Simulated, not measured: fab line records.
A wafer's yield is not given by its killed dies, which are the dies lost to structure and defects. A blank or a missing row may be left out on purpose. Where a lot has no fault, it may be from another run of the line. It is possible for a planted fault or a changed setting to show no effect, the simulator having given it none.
Matching of chambers | flow n5 finfet | N5_FIN_SAQP_DESCUM_21 on rie diel-02 has 4 sister chambers
The step chemistry O2, time 7.9 s. 4 wafers are shown with their chamber, then 7 later ones without.

WAFERS, EACH WITH ITS CHAMBER
wafer  | chamber | showerhead plenum p Torr (Torr)
L085.4 | 3       | 2.17
L085.5 | 1       | 2.10
L091.4 | 0       | 2.00
L091.5 | 2       | 2.17

WAFERS WHOSE CHAMBER IS MISSING
wafer  | showerhead plenum p Torr (Torr)
L091.6 | 2.10
L093.1 | 2.00
L093.2 | 2.09
L093.5 | 2.17
L096.3 | 2.17
L096.5 | 2.17
L096.6 | 2.09

WHICH CHAMBER EACH ONE RAN IN
wafer  | from the rows above     | in truth
L091.6 | 1                       | 1
L093.1 | 0                       | 0
L093.2 | 1                       | 1
L093.5 | can't be placed: 2 or 3 | 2
L096.3 | can't be placed: 2 or 3 | 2
L096.5 | can't be placed: 2 or 3 | 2
L096.6 | 1                       | 1
Correctly placed: 4 of 7. Unplaceable from these rows: 3, with the true chamber sitting among the candidates in 3. Number placed wrongly: 0.
How it was worked out, from the rows above alone: a wafer's distance from a chamber is the root of the sum, over the readings, of the square of ((its reading less the chamber's mean) divided by the reading's scatter). If the next closest chamber is less than 2 further off than the closest, the wafer can't be placed; otherwise it belongs to the closest. The mean given for a chamber averages the wafers shown for that chamber. The scatter: root of mean squared gap, hidden wafer to nearest shown wafer, with one shown wafer a chamber.
